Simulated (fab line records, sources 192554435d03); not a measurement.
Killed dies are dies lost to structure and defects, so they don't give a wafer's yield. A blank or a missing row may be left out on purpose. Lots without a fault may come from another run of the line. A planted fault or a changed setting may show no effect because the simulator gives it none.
Which tool did it? | flow n5_finfet | 6 lots, 17 wafers sampled, at 7 steps of a route of 1938

WHAT THE GAUGES READ, wafer by wafer
N5_BEOL_M4_RC_MEAS_101. Usual: DIBL_N 36.3 mV/V, standard deviation 1.7; DIBL_P 36.5 mV/V, standard deviation 1.8; IOFF_N 0.16 nA/um, standard deviation 0.033; IOFF_P 0.21 nA/um, standard deviation 0.037; ION_N 675 uA/um, standard deviation 11; ION_P 462 uA/um, standard deviation 7.9; SS_N 71.6 mV/dec, standard deviation 0.64; SS_P 73.3 mV/dec, standard deviation 0.68; VT_N 249 mV, standard deviation 3.3; VT_P -250 mV, standard deviation 3.3.
lot  | measured     | on        | DIBL_N (mV/V)  | DIBL_P (mV/V)  | IOFF_N (nA/um) | IOFF_P (nA/um) | ION_N (uA/um) | ION_P (uA/um) | SS_N (mV/dec)  | SS_P (mV/dec)  | VT_N (mV)   | VT_P (mV)      | flag
L496 | day 8 14:43  | prober-01 | 36.4 38.2 37.6 | 35.8 38.6 37.2 | 0.15 0.19 0.16 | 0.22 0.26 0.24 | 672 682 671   | 463 470 466   | 72.0 71.9 72.3 | 72.9 74.6 74.0 | 249 245 250 | -248 -246 -245 |
L500 | day 9 15:35  | prober-02 | 37.4 35.1 32.3 | 38.4 34.8 33.3 | 0.18 0.14 0.11 | 0.24 0.18 0.16 | 660 658 657   | 460 445 457   | 72.2 71.9 70.5 | 73.5 72.8 72.1 | 251 254 255 | -247 -251 -254 |
L505 | day 11 10:59 | prober-02 | 38.8 36.4 38.9 | 39.3 34.7 38.0 | 0.21 0.15 0.21 | 0.25 0.17 0.22 | 672 665 676   | 458 448 453   | 71.6 71.3 72.8 | 74.9 72.5 74.5 | 245 253 248 | -249 -253 -250 |
L509 | day 12 00:10 | prober-02 | 37.3 35.4      | 35.4 34.3      | 0.16 0.14      | 0.22 0.21      | 675 677       | 466 469       | 71.4 71.2      | 72.8 72.8      | 247 249     | -246 -245      |
L515 | day 13 10:06 | prober-01 | 33.2 36.3 36.8 | 33.6 37.7 38.6 | 0.12 0.18 0.19 | 0.16 0.21 0.22 | 669 678 677   | 452 461 458   | 71.2 71.9 72.1 | 72.4 74.4 74.3 | 252 248 246 | -256 -250 -253 |
L514 | day 13 10:11 | prober-02 | 36.2 37.3 37.5 | 35.1 36.3 37.0 | 0.14 0.16 0.16 | 0.17 0.18 0.20 | 662 677 673   | 447 458 458   | 71.2 72.1 71.5 | 73.8 73.9 74.2 | 253 249 247 | -251 -254 -253 |

N5_BEOL_M15_RC_MEAS_101. Usual: etest_temp_c 25.03 C, standard deviation 0.092; COMB_M10 1.4e-11 S/m, standard deviation 3.1e-12; COMB_M11 1.4e-11 S/m, standard deviation 3.5e-12; COMB_M12 5.8e-12 S/m, standard deviation 1.3e-12; COMB_M13 4.2e-12 S/m, standard deviation 1.1e-12; COMB_M14 3.1e-12 S/m, standard deviation 7.3e-13; COMB_M15 1.9e-12 S/m, standard deviation 5.6e-13; COMB_M5 3.4e-11 S/m, standard deviation 7.2e-12; COMB_M6 2.6e-11 S/m, standard deviation 5.8e-12; COMB_M7 2.5e-11 S/m, standard deviation 5.3e-12; COMB_M8 2.5e-11 S/m, standard deviation 5.4e-12; COMB_M9 1.4e-11 S/m, standard deviation 3.1e-12; COMB_M9_max_site 2e-11 S/m, standard deviation 4.6e-12; SERP_M10 3.05 ohm/um, standard deviation 0.091; SERP_M11 3.11 ohm/um, standard deviation 0.081; SERP_M12 0.625 ohm/um, standard deviation 0.017; SERP_M13 0.310 ohm/um, standard deviation 0.0066; SERP_M14 0.162 ohm/um, standard deviation 0.0053; SERP_M5 38.8 ohm/um, standard deviation 1.7; SERP_M5_max_site 40.4 ohm/um, standard deviation 1.9; SERP_M6 14.2 ohm/um, standard deviation 0.6; SERP_M7 14.0 ohm/um, standard deviation 0.55; SERP_M8 14.0 ohm/um, standard deviation 0.57; SERP_M9 3.08 ohm/um, standard deviation 0.087.
lot  | measured     | on        | etest_temp_c (C)  | COMB_M10 (S/m)          | COMB_M11 (S/m)          | COMB_M12 (S/m)          | COMB_M13 (S/m)          | COMB_M14 (S/m)          | COMB_M15 (S/m)          | COMB_M5 (S/m)           | COMB_M6 (S/m)           | COMB_M7 (S/m)           | COMB_M8 (S/m)           | COMB_M9 (S/m)           | COMB_M9_max_site (S/m)   | SERP_M10 (ohm/um) | SERP_M11 (ohm/um) | SERP_M12 (ohm/um) | SERP_M13 (ohm/um) | SERP_M14 (ohm/um) | SERP_M5 (ohm/um) | SERP_M5_max_site (ohm/um) | SERP_M6 (ohm/um) | SERP_M7 (ohm/um) | SERP_M8 (ohm/um) | SERP_M9 (ohm/um) | flag
L496 | day 12 08:00 | prober-01 | 25.01 24.87 25.05 | 1.8e-11 1.4e-11 1.2e-11 | 1.3e-11 1.6e-11 1.6e-11 | 4.7e-12 7e-12 6.1e-12   | 3.1e-12 4.9e-12 3.3e-12 | 3.7e-12 3.8e-12 2.8e-12 | 3.3e-12 1.8e-12 2.3e-12 | 4.2e-11 2.7e-11 4.1e-11 | 1.5e-11 1.9e-11 2e-11   | 3.7e-11 2e-11 2.7e-11   | 3.5e-11 1.9e-11 2.6e-11 | 2.1e-11 1.6e-11 1.6e-11 | 2.4e-11 2.1e-11 2.6e-11  | 3.09 3.23 3.08    | 3.27 3.15 3.25    | 0.624 0.643 0.633 | 0.311 0.310 0.317 | 0.167 0.160 0.163 | 38.1 37.9 39.2   | 39.9 38.7 40.6            | 13.6 13.9 13.4   | 14.1 13.5 14.3   | 13.7 14.0 13.7   | 2.98 3.13 3.15   |
L500 | day 13 13:47 | prober-01 | 25.07 25.07 25.11 | 1.7e-11 1.6e-11 1.1e-11 | 2e-11 1.8e-11 1.6e-11   | 4.2e-12 5.5e-12 4.8e-12 | 4.8e-12 3.3e-12 3.1e-12 | 3.8e-12 4.2e-12 2.2e-12 | 1.5e-12 1.3e-12 1.1e-12 | 2.8e-11 3.3e-11 2.4e-11 | 2.1e-11 2e-11 2.7e-11   | 3.4e-11 2.3e-11 2.5e-11 | 3.5e-11 2.9e-11 2.9e-11 | 1.6e-11 1.7e-11 1.4e-11 | 2.1e-11 1.8e-11 2e-11    | 3.11 2.96 2.99    | 2.98 3.11 3.10    | 0.645 0.617 0.601 | 0.312 0.317 0.313 | 0.161 0.156 0.166 | 40.0 39.7 40.9   | 42.1 41.6 42.4            | 14.3 14.9 14.6   | 14.7 15.1 14.1   | 14.9 13.8 14.3   | 2.91 3.08 3.02   |
L505 | day 15 04:37 | prober-02 | 25.07 25.01 25.12 | 1.4e-11 1.4e-11 1.3e-11 | 1.8e-11 1.3e-11 2.1e-11 | 5.2e-12 7.7e-12 5e-12   | 5.4e-12 5.1e-12 7.8e-12 | 2.4e-12 3.5e-12 4e-12   | 1.4e-12 1.8e-12 1.9e-12 | 3.5e-11 3.1e-11 3.6e-11 | 2.4e-11 2e-11 2e-11     | 2.6e-11 2.5e-11 2.9e-11 | 2.2e-11 2.3e-11 3.1e-11 | 1e-11 2.08e-10 1.6e-11  | 1.3e-11 3.71e-10 2.7e-11 | 3.13 3.05 3.09    | 3.16 3.10 3.19    | 0.604 0.643 0.601 | 0.296 0.299 0.301 | 0.170 0.162 0.159 | 39.8 39.2 38.9   | 41.6 40.7 40.0            | 13.8 13.8 13.4   | 15.7 14.3 14.1   | 13.4 14.8 13.8   | 3.18 2.78 3.18   | OFF
L509 | day 15 16:34 | prober-01 | 25.01 25.05       | 1.7e-11 1e-11           | 1.1e-11 1.5e-11         | 8.2e-12 6.3e-12         | 5e-12 3.9e-12           | 1.8e-12 3.1e-12         | 1.6e-12 1.5e-12         | 3.3e-11 3.8e-11         | 2.2e-11 1.9e-11         | 2e-11 2.9e-11           | 2.1e-11 3.9e-11         | 2.32e-10 1.4e-11        | 3.04e-10 2.3e-11         | 3.11 3.03         | 3.12 3.04         | 0.611 0.599       | 0.307 0.312       | 0.149 0.165       | 41.5 38.3        | 43.3 41.5                 | 15.4 14.5        | 14.0 13.6        | 13.6 14.5        | 3.06 3.27        | OFF
L515 | day 17 05:05 | prober-01 | 24.93 24.98 25.07 | 1.3e-11 1.6e-11 1.6e-11 | 1.4e-11 1.1e-11 1.8e-11 | 4.8e-12 3e-12 4.8e-12   | 3.3e-12 3.1e-12 2.3e-12 | 4.5e-12 3.2e-12 3.4e-12 | 1.7e-12 1.1e-12 2e-12   | 6.3e-11 4.8e-11 5.1e-11 | 2.2e-11 2.5e-11 2.5e-11 | 2.1e-11 2.4e-11 1.9e-11 | 3.4e-11 2.8e-11 2.7e-11 | 1.6e-11 1.3e-11 1.5e-11 | 2.7e-11 1.5e-11 3e-11    | 2.98 3.13 3.14    | 3.07 3.14 3.08    | 0.592 0.638 0.604 | 0.305 0.310 0.317 | 0.169 0.159 0.167 | 38.1 37.2 36.5   | 38.5 39.0 38.0            | 13.4 13.6 13.7   | 13.2 14.0 13.5   | 12.8 14.2 14.5   | 3.00 3.04 3.00   |
L514 | day 16 17:57 | prober-01 | 24.97 24.88 24.92 | 1.9e-11 1.4e-11 1.9e-11 | 1.7e-11 1.8e-11 2.4e-11 | 4.2e-12 9.3e-12 6.9e-12 | 3.6e-12 5.4e-12 3.3e-12 | 2.5e-12 3.4e-12 3.7e-12 | 2.2e-12 1.5e-12 2.1e-12 | 3.1e-11 3.7e-11 3.1e-11 | 2.9e-11 2.8e-11 3.1e-11 | 2.7e-11 1.7e-11 2.8e-11 | 2.2e-11 1.7e-11 2.7e-11 | 1.1e-11 1.1e-11 1.3e-11 | 1.6e-11 1.3e-11 1.7e-11  | 2.90 3.04 3.22    | 3.02 3.11 3.16    | 0.616 0.601 0.628 | 0.304 0.308 0.310 | 0.164 0.149 0.166 | 42.8 37.9 42.3   | 44.6 39.3 44.6            | 13.9 14.3 14.8   | 14.0 13.4 14.5   | 12.6 13.3 12.7   | 2.98 3.00 3.16   |

WHICH TOOL RAN EACH LOT (tool, then ch and the chambers of the sampled wafers, then the start)
lot  | N5_BEOL_M9_VIA_ETCH_34             | N5_BEOL_M9_TRENCH_ETCH_37                     | N5_BEOL_M9_ALD_74                   | N5_BEOL_M9_CMP_52             | N5_BEOL_M9_DEP_56
L496 | rie_diel-05 ch 0,1,2, day 10 08:49 | rie_diel-05 ch 0,1,2, day 10 09:44 or earlier | ald_metal-03 ch 0,1,3, day 10 09:44 | cmp-01 ch 0,2,3, day 10 10:53 | pecvd-04 ch 0,1, day 10 11:16
L500 | rie_diel-04 ch 1,3, day 11 08:15   | rie_diel-04 ch 1,3, day 11 09:52 or earlier   | ald_metal-03 ch 0,1, day 11 09:52   | cmp-02 ch 2,3, day 11 11:12   | pecvd-03 ch 0,1,2, day 11 11:33
L505 | rie_diel-05 ch 2,3, day 13 03:38   | rie_diel-05 ch 2,3, day 13 04:32 or earlier   | ald_metal-03 ch 1,2,3, day 13 04:32 | cmp-02 ch 0,3, day 13 05:34   | pecvd-03 ch 1,2, day 13 05:55
L509 | rie_diel-02 ch 2, day 13 20:35     | rie_diel-02 ch 2, day 13 21:29 or earlier     | ald_metal-03 ch 2,3, day 13 21:29   | cmp-01 ch 0,3, day 13 23:11   | pecvd-03 ch 0,2, day 13 23:31
L515 | rie_diel-05 ch 0,1, day 15 10:42   | rie_diel-05 ch 0,1, day 15 12:03 or earlier   | ald_metal-01 ch 1,3, day 15 12:03   | cmp-02 ch 1,2, day 15 14:05   | pecvd-04 ch 0,1,2, day 15 14:27
L514 | rie_diel-05 ch 0,2,3, day 15 06:01 | rie_diel-05 ch 0,2,3, day 15 07:09 or earlier | ald_metal-04 ch 0,2,3, day 15 07:09 | cmp-01 ch 1,2, day 15 09:16   | pecvd-03 ch 1,2, day 15 09:38
- N5_BEOL_M9_VIA_ETCH_34: etches SiCOH lowk in C4F6/O2, target depth 182.4 nm, time 68.4 s.
- N5_BEOL_M9_TRENCH_ETCH_37: etches SiCOH lowk in C4F6/O2, target depth 151.43 nm, time 49 s.
- N5_BEOL_M9_ALD_74: deposits TaN, target thk 2 nm, pulse time 2 s, purge time 3 s.
- N5_BEOL_M9_CMP_52: polishes, stops on SiCOH lowk, t overpolish 7 s, target thk 140 nm.
- N5_BEOL_M9_DEP_56: deposits SiCN from 3MS/NH3, target thk 15 nm, time 26.5 s.

WHAT THE TOOLS THEMSELVES READ (means of the sampled wafers that have a number; where no wafer has one, the mark that the record gives instead)
N5_BEOL_M9_VIA_ETCH_34. Usual: chamber_pressure_mTorr 29.999 mTorr, standard deviation 0.026; drypump_motor_current_A 5.8 A, standard deviation 0.4; oes_o_777_au 0.76 a.u., standard deviation 0.084; oes_product_au 0.76 a.u., standard deviation 0.086; rf_vpp_V 664 V, standard deviation 9.3; showerhead_plenum_p_Torr 2.84 Torr, standard deviation 0.072; throttle_valve_pct 20.95 %, standard deviation 0.24.
lot  | tool        | chamber_pressure_mTorr (mTorr) | drypump_motor_current_A (A) | oes_o_777_au (a.u.) | oes_product_au (a.u.) | rf_vpp_V (V) | showerhead_plenum_p_Torr (Torr) | throttle_valve_pct (%) | flag
L496 | rie_diel-05 | 29.971                         | 5.9                         | 0.75                | 0.73                  | 654          | 2.91                            | 20.89                  |
L500 | rie_diel-04 | 30.014                         | 5.3                         | 0.92                | 0.93                  | 675          | 2.84                            | 20.59                  |
L505 | rie_diel-05 | 30.022                         | 5.6                         | 0.72                | 0.70                  | 652          | 2.87                            | 20.85                  |
L509 | rie_diel-02 | 29.997                         | 6.2                         | 0.71                | 0.69                  | 666          | 2.92                            | 21.02                  |
L515 | rie_diel-05 | 29.978                         | 6.2                         | 0.87                | 0.87                  | 652          | 2.89                            | 20.68                  |
L514 | rie_diel-05 | 30.001                         | 5.8                         | 0.75                | 0.73                  | 658          | 2.84                            | 20.95                  |

N5_BEOL_M9_TRENCH_ETCH_37. Usual: chamber_pressure_mTorr 29.999 mTorr, standard deviation 0.028; drypump_motor_current_A 5.8 A, standard deviation 0.4; oes_o_777_au 0.76 a.u., standard deviation 0.084; oes_product_au 0.76 a.u., standard deviation 0.085; rf_vpp_V 664 V, standard deviation 9; showerhead_plenum_p_Torr 2.84 Torr, standard deviation 0.072; throttle_valve_pct 20.97 %, standard deviation 0.24.
lot  | tool        | chamber_pressure_mTorr (mTorr) | drypump_motor_current_A (A) | oes_o_777_au (a.u.) | oes_product_au (a.u.) | rf_vpp_V (V) | showerhead_plenum_p_Torr (Torr) | throttle_valve_pct (%) | flag
L496 | rie_diel-05 | 30.006                         | 5.9                         | 0.75                | 0.73                  | 654          | 2.91                            | 20.91                  |
L500 | rie_diel-04 | 30.022                         | 5.3                         | 0.93                | 0.92                  | 674          | 2.84                            | 20.62                  |
L505 | rie_diel-05 | 29.990                         | 5.6                         | 0.73                | 0.71                  | 653          | 2.87                            | 20.88                  |
L509 | rie_diel-02 | 29.973                         | 6.3                         | 0.71                | 0.69                  | 666          | 2.92                            | 21.05                  |
L515 | rie_diel-05 | 30.006                         | 6.2                         | 0.87                | 0.86                  | 653          | 2.89                            | 20.69                  |
L514 | rie_diel-05 | 29.990                         | 5.8                         | 0.75                | 0.73                  | 659          | 2.84                            | 20.98                  |

N5_BEOL_M9_ALD_74. Usual: heater_power_w 433 W, standard deviation 53; susceptor_temp_C 275.00 C, standard deviation 0.19.
lot  | tool         | heater_power_w (W) | susceptor_temp_C (C) | flag
L496 | ald_metal-03 | 443                | 274.91               |
L500 | ald_metal-03 | 451                | 274.99               |
L505 | ald_metal-03 | 458                | 275.07               |
L509 | ald_metal-03 | 432                | 275.20               |
L515 | ald_metal-01 | 420                | 274.99               |
L514 | ald_metal-04 | 436                | 275.03               |

N5_BEOL_M9_CMP_52. Usual: barrier_field_endpoint_s 28.9 s, standard deviation 0.6; head_pressure_psi 0.9999 psi, standard deviation 0.0021; motor_current_A 6.2 A, standard deviation 0.67.
lot  | tool   | barrier_field_endpoint_s (s) | head_pressure_psi (psi) | motor_current_A (A) | flag
L496 | cmp-01 | 28.5                         | 1.0018                  | 6.6                 |
L500 | cmp-02 | 28.9                         | 0.9994                  | 6.0                 |
L505 | cmp-02 | 28.5                         | 0.9980                  | 6.3                 |
L509 | cmp-01 | 28.3                         | 0.9994                  | 6.5                 |
L515 | cmp-02 | 29.4                         | 1.0012                  | 6.0                 |
L514 | cmp-01 | 29.4                         | 1.0007                  | 6.5                 |

N5_BEOL_M9_DEP_56. Usual: showerhead_plenum_p_Torr 3.665 Torr, standard deviation 0.011; throttle_valve_pct 9.0 %, standard deviation 0.38.
lot  | tool     | showerhead_plenum_p_Torr (Torr) | throttle_valve_pct (%) | flag
L496 | pecvd-04 | 3.659                           | 9.2                    |
L500 | pecvd-03 | 3.669                           | 9.0                    |
L505 | pecvd-03 | 3.679                           | 8.8                    |
L509 | pecvd-03 | 3.666                           | 9.2                    |
L515 | pecvd-04 | 3.653                           | 8.9                    |
L514 | pecvd-03 | 3.678                           | 9.0                    |

THE ANSWER, worked out from the rows above alone
Rule: a lot is off if the mean of its wafers that have a number lies more than 3 standard deviations from the usual mean. A lot without any number at a reading at which 4 lots or more have one is off too. The other lots that the step has rows for count as sound. The gauges are gone through in route order, then the tools' own readings, and for those a lot's mean is taken as printed above. The first step at which some lot is off is used, and at that step the reading that is off furthest; a lot without a number counts as furthest.
Off: L505, L509, at N5_BEOL_M15_RC_MEAS_101 (COMB_M9).
A tool fits if, at a process step before that reading, it ran every lot that is off, and no sound lot after the first of them. The gauges at N5_BEOL_M15_RC_MEAS_101 are tried like those tools. N5_BEOL_M9_TRENCH_ETCH_37 gives no start for some lots, so the hours and the order of its lots are those of N5_BEOL_M9_ALD_74. One fits: ald_metal-03 at N5_BEOL_M9_ALD_74. Its last sound lot is L500 (day 11 09:52), its first lot that is off L505 (day 13 04:32): a fault that began between those two fits.

WHAT THE SIMULATOR HAD PUT IN
Process parameter drift: ald_metal-03, from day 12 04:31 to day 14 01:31, at N5_BEOL_M9_ALD_74. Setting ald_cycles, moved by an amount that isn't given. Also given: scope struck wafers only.
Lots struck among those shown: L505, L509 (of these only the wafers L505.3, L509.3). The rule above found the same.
